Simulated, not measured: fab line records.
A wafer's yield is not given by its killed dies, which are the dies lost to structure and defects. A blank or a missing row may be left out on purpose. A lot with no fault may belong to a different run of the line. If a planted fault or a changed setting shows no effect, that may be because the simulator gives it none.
fab line records	flow n5-finfet
record lots=7	wafers=21
route steps=1938 shown BEOL_M9@1428 BEOL_M10@1477 BEOL_M12@1624 BEOL_M13@1662 BEOL_M14@1722 BEOL_M15@1809
start-h: the number of hours between the record's first day and the start of the first shown wafer of the lot	wait-h: hours since the lot's step before	" as in the row above	L1.1+2: a row that stands for several wafers	- no value, or no start given	* or withheld: withheld	< > ~ a bound
route shown NAME@n: a module of which the file shows steps, and the number in the route of the first	usual: mean and standard deviation over wafers with no fault	same: alike in all rows	chamber/n: place in a boat	sites: per-site readings	_std_site: standard deviation across them	_edge_site: the outer-site mean with the inner-site mean subtracted	radius-mm: for every site, how far away it sits from the centre of the wafer	mask NAME#n: copy n	behind: the most recent tool/chamber to have shaped the wafer	hold: why the lot was held/for how many hours/how that ended	device: the n, p or np transistor that did not switch	end of line: at the end of the route, the tests of the same wafers	a step with no rows: only its recipe	killed: count of dies lost to structure and defects at first sort (not the wafer's yield)	map: dies across one wafer; x = killed, . = not, _ = none there
set.NAME: the run value of the setting; set.NAME@STEP: its run value at that earlier step	model.NAME: the simulator's own value behind a step, which no gauge read
lots whose settings were changed on purpose; a table a step, a row a wafer
## steps
# step N5_BEOL_M9_COAT_22
# recipe resist=CAR-EUV	spin-rpm=1500	resist-thk-nm=30
lot.wafer	tool	chamber	start-h	wait-h	set.spin-rpm	model.CAR-EUV_of_BEOL_M9_COAT_22.thk-nm
L074.1	litho-track-04	0	-	-	1500	30.2
L074.3+4	"	0	"	"	1556	29.6
L081.4	litho-track-03	0	-	-	1386	31.2
L081.5+6	"	0	"	"	1500	30
L084.1+2+6	litho-track-03	0	-	-	1500	30.2
L086.3	litho-track-04	0	-	-	1500	30
L086.4+5	"	0	"	"	1500	30.2
L089.2+3+6	litho-track-03	0	-	-	1500	30
L090.2+3+5	litho-track-04	0	-	-	1500	30
L091.3+6	litho-track-04	0	-	-	1421	30.8
L091.4	"	0	"	"	1500	30
# step N5_BEOL_M9_EBR_24
# recipe solvent=PGMEA	ebr-width-mm=1.5
# step N5_BEOL_M9_SOFTBAKE_23
# recipe temp-c=110	time-s=60	resist=CAR-EUV
# step N5_BEOL_M9_EXPOSE_25
# recipe mask-id=V8	na=0.33	source-shape=annular	sigma-inner=0.4	sigma-outer=0.8	polarization=unpolarized	dose-mj=37.25
# step N5_BEOL_M9_PEB_26
# recipe peb-temp-c=100	peb-time-s=60	resist=CAR-EUV
# step N5_BEOL_M9_DEVELOP_27
# recipe develop-time-s=30	developer=TMAH	resist=CAR-EUV	rinse-liquid=surfactant-rinse	dry=air-spin	dev-temp-c=23
lot.wafer	tool	chamber	start-h	wait-h	set.spin-rpm@BEOL_M9_COAT_22	model.CAR-EUV_of_BEOL_M9_COAT_22.thk-nm
L074.1	litho-track-04	0	-	-	1500	29.6
L074.3+4	"	0	"	"	1556	29.2
L081.4	litho-track-03	0	-	-	1386	30.8
L081.5+6	"	0	"	"	1500	29.6
L084.1+2	litho-track-04	0	-	-	1500	29.8
L084.6	"	0	"	"	1500	29.6
L086.3+4	litho-track-02	0	-	-	1500	29.6
L086.5	"	0	"	"	1500	29.8
L089.2	litho-track-02	0	-	-	1500	29.4
L089.3+6	"	0	"	"	1500	29.6
L090.2+3+5	litho-track-02	0	-	-	1500	29.6
L091.3	litho-track-03	0	-	-	1421	30.4
L091.4	"	0	"	"	1500	29.4
L091.6	"	0	"	"	1421	30.2
# step N5_BEOL_M10_COAT_05
# recipe resist=CAR-ArF	spin-rpm=1500	resist-thk-nm=90
lot.wafer	tool	chamber	start-h	wait-h	set.spin-rpm	model.CAR-ArF_of_BEOL_M10_COAT_05.thk-nm
L074.1	litho-track-02	0	-	-	1500	90.2
L074.3	"	0	"	"	1500	89.8
L074.4	"	0	"	"	1500	90
L081.4	litho-track-05	0	-	-	1500	89.4
L081.5+6	"	0	"	"	1500	89.6
L084.1	litho-track-05	0	-	-	1357	94.2
L084.2	"	0	"	"	1500	89.4
L084.6	"	0	"	"	1500	89.6
L086.3	litho-track-02	0	-	-	1659	85.2
L086.4	"	0	"	"	1659	85.4
L086.5	"	0	"	"	1500	89.6
L089.2	litho-track-01	0	-	-	1500	90
L089.3	"	0	"	"	1564	88.2
L089.6	"	0	"	"	1564	87.8
L090.2	litho-track-05	0	-	-	1500	89.8
L090.3+5	"	0	"	"	1500	89.6
L091.3+4+6	litho-track-01	0	-	-	1500	89.6
# step N5_BEOL_M10_ETCH_62
# recipe chemistry=N2/H2	target=SOC	target-depth-a=1100	overetch-a=220	mask-material=SiARC	temp-c=40	time-s=165	ion-energy-ev=200	pressure-mtorr=30	source-w=840	bias-w=150	n2-flow-sccm=200	h2-flow-sccm=200
lot.wafer	tool	chamber	start-h	wait-h	set.time-s	model.SiARC_of_BEOL_M10_COAT_60.thk-nm
L074.1+3	rie-diel-02	1,2	236.33	0.0	165	23.6
L074.4	"	0	"	"	165	24
L081.4+5	rie-diel-02	2,1	272.45	0.1	165	23.2
L081.6	"	3	"	"	144.1	24.2
L084.1+2	rie-diel-04	2,0	282.76	0.0	165	23.4
L084.6	"	2	"	"	165	23.2
L086.3	rie-diel-01	3	301.94	0.0	165	23.6
L086.4	"	0	"	"	134.4	25
L086.5	"	2	"	"	134.4	24.6
L089.2	rie-diel-01	2	313.25	0.0	165	23.4
L089.3	"	0	"	"	155.6	24.2
L089.6	"	3	"	"	165	23.6
L090.2+3+5	rie-diel-04	2,1,2	320.58	0.0	165	23.2
L091.3	rie-diel-01	3	323.07	0.0	165	23.8
L091.4	"	2	"	"	183.9	22.6
L091.6	"	0	"	"	183.9	23.2
# step N5_BEOL_M12_COAT_66
# recipe resist=SiARC	temp-c=220	time-s=60	spin-rpm=1500	resist-thk-nm=110
lot.wafer	tool	chamber	start-h	wait-h	set.spin-rpm	model.SiARC_of_BEOL_M12_COAT_66.thk-nm
L074.1+4	litho-track-01	0	-	-	1574	107.6
L074.3	"	0	"	"	1500	110.4
L081.4	litho-track-02	0	-	-	1500	110
L081.5	"	0	"	"	1431	112.6
L081.6	"	0	"	"	1500	109.8
L084.1	litho-track-01	0	-	-	1654	105.2
L084.2	"	0	"	"	1500	110.2
L084.6	"	0	"	"	1654	105
L086.3	litho-track-03	0	-	-	1557	108.2
L086.4	"	0	"	"	1500	110
L086.5	"	0	"	"	1557	108.4
L089.2	litho-track-02	0	-	-	1500	110
L089.3	"	0	"	"	1500	110.4
L089.6	"	0	"	"	1500	110.2
L090.2	litho-track-03	0	-	-	1500	110.4
L090.3+5	"	0	"	"	1500	110.2
L091.3	litho-track-03	0	-	-	1500	110.6
L091.4	"	0	"	"	1554	108.4
L091.6	"	0	"	"	1500	110.2
# step N5_BEOL_M12_COAT_22
# recipe spin-rpm=2888	resist-thk-nm=300
# step N5_BEOL_M12_EBR_24
# recipe solvent=PGMEA	ebr-width-mm=1.5
# step N5_BEOL_M12_DESCUM_33
# recipe chemistry=O2	time-s=7.9	source-power-w=50	bias-power-w=20	pressure-mtorr=20	rf-frequency-hz=2.712e+07	temp-c=40	o2-flow-sccm=225
# step N5_BEOL_M12_ETCH_67
# recipe chemistry=CF4	target=SiARC	target-depth-a=1430	time-s=238.3	ion-energy-ev=80	pressure-mtorr=40	source-w=545	bias-w=36	Ar_flow_sccm=100	cf4-flow-sccm=100	ends=cleared
lot.wafer	tool	chamber	start-h	wait-h	set.spin-rpm@BEOL_M12_COAT_66	model.etch.depth-nm
L074.1	rie-diel-01	1	249.67	0.0	1574	107.6
L074.3	"	3	"	"	1500	110.4
L074.4	"	0	"	"	1574	107.5
L081.4	rie-diel-02	1	288.26	0.0	1500	110
L081.5	"	0	"	"	1431	112.6
L081.6	"	1	"	"	1500	109.8
L084.1	rie-diel-04	1	300.12	0.0	1654	105.2
L084.2	"	3	"	"	1500	110.3
L084.6	"	0	"	"	1654	105.1
L086.3	rie-diel-01	2	320.39	0.0	1557	108.1
L086.4	"	0	"	"	1500	110.1
L086.5	"	0	"	"	1557	108.4
L089.2	rie-diel-01	2	329.66	0.0	1500	109.9
L089.3	"	1	"	"	1500	110.3
L089.6	"	0	"	"	1500	110.1
L090.2	rie-diel-04	2	338.61	0.0	1500	110.3
L090.3+5	"	0	"	"	1500	110.2
L091.3	rie-diel-02	0	339.08	0.0	1500	110.6
L091.4	"	2	"	"	1554	108.4
L091.6	"	1	"	"	1500	110.2
# step N5_BEOL_M12_ETCH_68
# recipe chemistry=N2/H2	target=SOC	mask-material=SiARC	source-w=3000	bias-w=350	temp-c=40	time-s=285	ion-energy-ev=200	pressure-mtorr=30	n2-flow-sccm=200	h2-flow-sccm=200
lot.wafer	tool	chamber	start-h	wait-h	set.spin-rpm@BEOL_M12_COAT_66	model.SiARC_of_BEOL_M12_COAT_66.thk-nm
L074.1	rie-diel-01	1	249.82	0.1	1574	83.4
L074.3	"	3	"	"	1500	86
L074.4	"	0	"	"	1574	83.6
L081.4+6	rie-diel-02	1	288.41	0.1	1500	85.2
L081.5	"	0	"	"	1431	88
L084.1	rie-diel-04	1	300.27	0.1	1654	81
L084.2	"	3	"	"	1500	86.2
L084.6	"	0	"	"	1654	81.2
L086.3	rie-diel-01	2	320.54	0.1	1557	84.4
L086.4	"	0	"	"	1500	85.8
L086.5	"	0	"	"	1557	84.2
L089.2+6	rie-diel-01	2,0	329.81	0.1	1500	85.8
L089.3	"	1	"	"	1500	85.6
L090.2	rie-diel-04	2	338.76	0.1	1500	85.8
L090.3+5	"	0	"	"	1500	85.2
L091.3	rie-diel-02	0	339.23	0.1	1500	86.2
L091.4	"	2	"	"	1554	84.6
L091.6	"	1	"	"	1500	86
# step N5_BEOL_M13_COAT_04
# recipe spin-rpm=1625	resist-thk-nm=400
lot.wafer	tool	chamber	start-h	wait-h	set.spin-rpm	model.coat_of_BEOL_M13_COAT_04.thk-nm
L074.1	litho-track-05	0	-	-	1625	399.2
L074.3	"	0	"	"	1729	387
L074.4	"	0	"	"	1729	386.4
L081.4	litho-track-05	0	-	-	1625	399
L081.5	"	0	"	"	1625	400
L081.6	"	0	"	"	1625	399.4
L084.1	litho-track-01	0	-	-	1625	399.4
L084.2	"	0	"	"	1524	411.6
L084.6	"	0	"	"	1524	413
L086.3+4+5	litho-track-04	0	-	-	1625	399.6
L089.2	litho-track-05	0	-	-	1625	398
L089.3	"	0	"	"	1625	398.6
L089.6	"	0	"	"	1625	398.2
L090.2+5	litho-track-04	0	-	-	1625	399.2
L090.3	"	0	"	"	1625	398.6
L091.3	litho-track-04	0	-	-	1739	387.2
L091.4	"	0	"	"	1625	401.2
L091.6	"	0	"	"	1739	387.6
# step N5_BEOL_M13_ETCH_59
# recipe chemistry=N2/H2	target=BARC	target-depth-a=890	overetch-a=267	time-s=67.9	ion-energy-ev=200	pressure-mtorr=30	source-w=840	bias-w=150	n2-flow-sccm=200	h2-flow-sccm=200
lot.wafer	tool	chamber	start-h	wait-h	set.time-s	set.spin-rpm@BEOL_M13_COAT_04	model.coat_of_BEOL_M13_COAT_04.thk-nm
L074.1	rie-diel-05	1	254.12	0.0	67.9	1625	316
L074.3	"	0	"	"	67.9	1729	304.2
L074.4	"	3	"	"	67.9	1729	305.2
L081.4	rie-diel-06	1	291.63	0.0	67.9	1625	314.4
L081.5	"	2	"	"	67.9	1625	316.8
L081.6	"	3	"	"	54.36	1625	330
L084.1	rie-diel-03	2	311.40	0.0	67.9	1625	317.6
L084.2	"	3	"	"	67.9	1524	328.6
L084.6	"	0	"	"	55.4	1524	344.8
L086.3	rie-diel-03	3	324.07	0.0	67.9	1625	315.8
L086.4	"	1	"	"	67.9	1625	317.2
L086.5	"	0	"	"	67.9	1625	319
L089.2+6	rie-diel-06	3	335.87	0.0	67.9	1625	317
L089.3	"	1	"	"	67.9	1625	314.4
L090.2	rie-diel-03	3	343.80	0.0	67.9	1625	316.2
L090.3	"	1	"	"	67.9	1625	316.4
L090.5	"	2	"	"	67.9	1625	316.8
L091.3	rie-diel-03	3	344.41	0.0	78.54	1739	294.4
L091.4	"	0	"	"	78.54	1625	311.2
L091.6	"	1	"	"	67.9	1739	305.8
# step N5_BEOL_M14_EXPOSE_07
# recipe mask-id=V13	na=0.8	source-shape=annular	sigma-inner=0.5	sigma-outer=0.8	polarization=unpolarized	attpsm-phase-deg=180	dose-mj=57
lot.wafer	tool	chamber	start-h	wait-h	mask	set.dose-mj
L074.1+4	krf-scanner-02	0	260.70	-	V13#0	59.49
L074.3	"	0	"	"	V13#0	57
L081.4	krf-scanner-01	0	298.29	-	V13#0	58.15
L081.5+6	"	0	"	"	V13#0	57
L084.1	krf-scanner-01	0	316.63	-	V13#0	57
L084.2+6	"	0	"	"	V13#0	61.03
L086.3+5	krf-scanner-01	0	328.65	-	V13#0	61.21
L086.4	"	0	"	"	V13#0	57
L089.2+3+6	krf-scanner-02	0	340.66	-	V13#0	57
L090.2+3+5	krf-scanner-02	0	350.12	-	V13#0	57
L091.3	krf-scanner-01	0	352.52	-	V13#0	53.64
L091.4+6	"	0	"	"	V13#0	57
# step N5_BEOL_M14_PEB_08
# recipe peb-temp-c=130	peb-time-s=90
# step N5_BEOL_M14_DEVELOP_09
# recipe develop-time-s=45	rinse-liquid=diw	dry=air-spin	dev-temp-c=21
# step N5_BEOL_M14_HARDBAKE_14
# recipe temp-c=130	time-s=120
# step N5_BEOL_M14_CD_MEAS_10
# recipe target-cd-nm=250	landing-energy-ev=500	detector=se-inlens	polarity=opening
# usual cd-nm=248.9/2
lot.wafer	tool	chamber	start-h	wait-h	set.dose-mj@BEOL_M14_EXPOSE_07	cd-nm
L074.1	cd-sem-01	0	260.87	-	59.49	257.2
L074.3	"	0	"	"	57	251.0
L074.4	"	0	"	"	59.49	259.8
L081.4	cd-sem-02	0	298.45	-	58.15	253.3
L081.5	"	0	"	"	57	251.2
L081.6	"	0	"	"	57	247.7
L084.1	cd-sem-03	0	316.80	-	57	248.9
L084.2	"	0	"	"	61.03	260.4
L084.6	"	0	"	"	61.03	256.5
L086.3	cd-sem-03	0	328.81	-	61.21	263.7
L086.4	"	0	"	"	57	250.2
L086.5	"	0	"	"	61.21	264.8
L089.2	cd-sem-03	0	340.83	-	57	249.0
L089.3	"	0	"	"	57	249.8
L089.6	"	0	"	"	57	252.1
L090.2	cd-sem-01	0	350.29	-	57	247.9
L090.3	"	0	"	"	57	247.5
L090.5	"	0	"	"	57	247.5
L091.3	cd-sem-02	0	352.69	-	53.64	239.1
L091.4	"	0	"	"	57	250.0
L091.6	"	0	"	"	57	246.9
# step N5_BEOL_M14_STRIP_71
# recipe chemistry=post-etch-residue-remover	time-s=60	temp-c=25	remover-ph=withheld	remover-water-wt-pct=withheld	remover-fluoride-wt-pct=withheld
# step N5_BEOL_M14_SRD_72
# recipe time-s=30	temp-c=23	rinse-liquid=diw	dry=n2-spin	spin-rpm=1500	dry-time-s=30
# step N5_BEOL_M14_CD_MEAS_17
# recipe target-cd-nm=250	polarity=opening
# usual cd-nm=249.7/2.3
lot.wafer	tool	chamber	start-h	wait-h	set.dose-mj@BEOL_M14_EXPOSE_07	cd-nm
L074.1	cd-sem-03	-	261.40	0.0	59.49	256.4
L074.3	"	-	"	"	57	251.6
L074.4	"	-	"	"	59.49	261.0
L081.4	cd-sem-02	-	298.97	0.0	58.15	252.1
L081.5	"	-	"	"	57	250.1
L081.6	"	-	"	"	57	248.1
L084.1	cd-sem-03	-	317.32	0.0	57	248.1
L084.2	"	-	"	"	61.03	261.1
L084.6	"	-	"	"	61.03	257.6
L086.3	cd-sem-02	-	329.34	0.0	61.21	263.5
L086.4	"	-	"	"	57	252.1
L086.5	"	-	"	"	61.21	267.6
L089.2	cd-sem-02	-	342.04	0.0	57	249.2
L089.3	"	-	"	"	57	251.2
L089.6	"	-	"	"	57	252.0
L090.2	cd-sem-03	-	350.82	0.0	57	249.3
L090.3	"	-	"	"	57	247.6
L090.5	"	-	"	"	57	248.0
L091.3	cd-sem-02	-	353.21	0.0	53.64	240.6
L091.4	"	-	"	"	57	252.0
L091.6	"	-	"	"	57	246.7
# step N5_BEOL_M15_TRENCH_ETCH_34
# recipe chemistry=C4F8/O2/Ar	target=SiO2	target-depth-a=8729.3	he-inner-torr=15	he-outer-torr=30	time-s=199	ion-energy-ev=800	pressure-mtorr=20	source-w=1905	bias-w=2040	Ar_flow_sccm=400	C4F8_flow_sccm=16	O2_flow_sccm=12
lot.wafer	tool	chamber	start-h	wait-h	set.time-s	model.etch.depth-nm	model.coat_of_BEOL_M15_COAT_22.thk-nm
L074.1	rie-diel-03	3	268.46	0.0	199	891.1	539.4
L074.3	"	2	"	"	199	861.2	542.8
L074.4	"	1	"	"	181.8	794.3	556.8
L081.4	rie-diel-05	1	308.71	0.1	162.2	732.8	566
L081.5	"	1	"	"	199	894.8	533.8
L081.6	"	3	"	"	162.2	714.9	575
L084.1	rie-diel-03	3	324.43	0.0	224.5	1013	522
L084.2	"	2	"	"	199	873.3	544
L084.6	"	3	"	"	224.5	1008	519.6
L086.3	rie-diel-06	2	337.71	0.0	199	858.6	541.8
L086.4	"	1	"	"	199	885.3	539.2
L086.5	"	3	"	"	239.9	1029	512.4
L089.2	rie-diel-06	1	347.99	0.0	199	907.9	535.6
L089.3	"	2	"	"	159.2	699.1	576
L089.6	"	0	"	"	199	898.5	537
L090.2	rie-diel-06	0	358.77	0.0	199	884.5	540.4
L090.3	"	3	"	"	199	853.1	547.4
L090.5	"	0	"	"	199	876.3	543.8
L091.3	rie-diel-05	1	359.49	0.0	199	893.9	536.6
L091.4	"	0	"	"	199	897.4	542
L091.6	"	3	"	"	199	872.8	546.4
## key
split step=N5_BEOL_M9_COAT_22	setting=spin-rpm	stated=1500	by=wafer
response step=N5_BEOL_M9_COAT_22	reading=model.CAR-EUV_of_BEOL_M9_COAT_22.thk-nm	change=-0.157	per=1%	r=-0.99
response step=N5_BEOL_M9_DEVELOP_27	reading=model.CAR-EUV_of_BEOL_M9_COAT_22.thk-nm	change=-0.154	per=1%	r=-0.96
split step=N5_BEOL_M10_COAT_05	setting=spin-rpm	stated=1500	by=wafer
response step=N5_BEOL_M10_COAT_05	reading=model.CAR-ArF_of_BEOL_M10_COAT_05.thk-nm	change=-0.447	per=1%	r=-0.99
split step=N5_BEOL_M10_ETCH_62	setting=time-s	stated=165	by=wafer
response step=N5_BEOL_M10_ETCH_62	reading=model.SiARC_of_BEOL_M10_COAT_60.thk-nm	change=-0.0737	per=1%	r=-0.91
split step=N5_BEOL_M12_COAT_66	setting=spin-rpm	stated=1500	by=wafer
response step=N5_BEOL_M12_COAT_66	reading=model.SiARC_of_BEOL_M12_COAT_66.thk-nm	change=-0.517	per=1%	r=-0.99
response step=N5_BEOL_M12_ETCH_67	reading=model.etch.depth-nm	change=-0.523	per=1%	r=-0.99
response step=N5_BEOL_M12_ETCH_68	reading=model.SiARC_of_BEOL_M12_COAT_66.thk-nm	change=-0.497	per=1%	r=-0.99
split step=N5_BEOL_M13_COAT_04	setting=spin-rpm	stated=1625	by=wafer
response step=N5_BEOL_M13_COAT_04	reading=model.coat_of_BEOL_M13_COAT_04.thk-nm	change=-2	per=1%	r=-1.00
response step=N5_BEOL_M13_ETCH_59	reading=model.coat_of_BEOL_M13_COAT_04.thk-nm	slope=-2.07	per=1%	together-with=time-s@BEOL_M13_ETCH_59	explained=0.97
split step=N5_BEOL_M13_ETCH_59	setting=time-s	stated=67.9	by=wafer
response step=N5_BEOL_M13_ETCH_59	reading=model.coat_of_BEOL_M13_COAT_04.thk-nm	slope=-0.742	per=1%	together-with=spin-rpm@BEOL_M13_COAT_04	explained=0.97
split step=N5_BEOL_M14_EXPOSE_07	setting=dose-mj	stated=57	by=wafer
response step=N5_BEOL_M14_CD_MEAS_10	reading=cd-nm	change=+1.64	per=1%	r=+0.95
response step=N5_BEOL_M14_CD_MEAS_17	reading=cd-nm	change=+1.65	per=1%	r=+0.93
split step=N5_BEOL_M15_TRENCH_ETCH_34	setting=time-s	stated=199	by=wafer
response step=N5_BEOL_M15_TRENCH_ETCH_34	reading=model.etch.depth-nm	change=+9.21	per=1%	r=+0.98
response step=N5_BEOL_M15_TRENCH_ETCH_34	reading=model.coat_of_BEOL_M15_COAT_22.thk-nm	change=-1.77	per=1%	r=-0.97
